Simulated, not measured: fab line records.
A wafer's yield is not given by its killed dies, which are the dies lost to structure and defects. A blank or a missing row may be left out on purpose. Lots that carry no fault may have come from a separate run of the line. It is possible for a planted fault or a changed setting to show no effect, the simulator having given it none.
Matching of chambers + flow n5-finfet + rie-diel-06 running N5_HKMG_FIN_ETCH_55: 4 sister chambers
The step etches SOC in N2/H2, target depth 240 nm, time 300 s. 14 wafers are shown with their chamber, then 7 later ones without.

## WAFERS PAIRED WITH THEIR CHAMBERS
| wafer  | chamber | showerhead-plenum-p-Torr (Torr) | throttle-valve-pct (%) | oes-product-au (a.u.) |
|--------|---------|---------------------------------|------------------------|-----------------------|
| L075.2 | 1       | 2.61                            | 18.26                  | 0.68                  |
| L075.4 | 1       | 2.61                            | 18.26                  | 0.68                  |
| L075.6 | 0       | 2.50                            | 18.38                  | 0.66                  |
| L078.1 | 2       | 2.50                            | 17.75                  | 0.97                  |
| L078.2 | 1       | 2.61                            | 18.27                  | 0.67                  |
| L078.5 | 1       | 2.61                            | 18.27                  | 0.67                  |
| L081.2 | 0       | 2.50                            | 18.01                  | 1.00                  |
| L081.3 | 2       | 2.50                            | 17.76                  | 0.93                  |
| L081.4 | 0       | 2.50                            | 18.02                  | 0.99                  |
| L083.1 | 0       | 2.49                            | 18.03                  | 0.98                  |
| L083.4 | 2       | 2.50                            | 17.78                  | 0.92                  |
| L083.5 | 3       | 2.52                            | 18.14                  | 0.70                  |
| L085.3 | 3       | 2.51                            | 18.14                  | 0.70                  |
| L085.5 | 0       | 2.49                            | 18.03                  | 0.95                  |

SIGNATURES, as means of the wafers listed above
| reading                  | chamber 0 | chamber 1 | chamber 2 | chamber 3 | scatter within a chamber |
|--------------------------|-----------|-----------|-----------|-----------|--------------------------|
| showerhead-plenum-p-Torr | 2.4960    | 2.6100    | 2.5000    | 2.5150    | 0.00412                  |
| throttle-valve-pct       | 18.0940   | 18.2650   | 17.7633   | 18.1400   | 0.102                    |
| oes-product-au           | 0.9160    | 0.6750    | 0.9400    | 0.7000    | 0.0921                   |
Rule: a wafer's distance from a chamber is the root of the sum, over the readings, of the square of ((its reading less the chamber's mean) divided by the reading's scatter). The wafer belongs to the nearest chamber; if the next one is less than 2 further off, it can't be placed. How the scatter is found: for the shown wafers, subtract from each reading the mean of its chamber, square and add these, divide the total by (wafers less chambers), then take the root.

## WAFERS WITHOUT THEIR CHAMBER
| wafer  | showerhead-plenum-p-Torr (Torr) | throttle-valve-pct (%) | oes-product-au (a.u.) |
|--------|---------------------------------|------------------------|-----------------------|
| L085.6 | 2.52                            | 18.13                  | 0.69                  |
| L091.1 | 2.59                            | 17.87                  | 0.91                  |
| L091.4 | 2.49                            | 18.05                  | 0.92                  |
| L091.5 | 2.49                            | 18.07                  | 0.92                  |
| L094.2 | 2.49                            | 17.81                  | 0.88                  |
| L094.3 | 2.48                            | 18.05                  | 0.90                  |
| L094.4 | 2.59                            | 17.90                  | 0.90                  |

## WHICH CHAMBER EACH WENT THROUGH
| wafer  | from the rows above     | in truth |
|--------|-------------------------|----------|
| L085.6 | 3                       | 3        |
| L091.1 | 1                       | 1        |
| L091.4 | 0                       | 0        |
| L091.5 | 0                       | 0        |
| L094.2 | can't be placed: 2 or 0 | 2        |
| L094.3 | can't be placed: 0 or 2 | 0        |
| L094.4 | 1                       | 1        |
5 of 7 placed correctly. Can't be placed from these rows: 2 (the true chamber is among the candidates in 2). 0 placed wrongly.
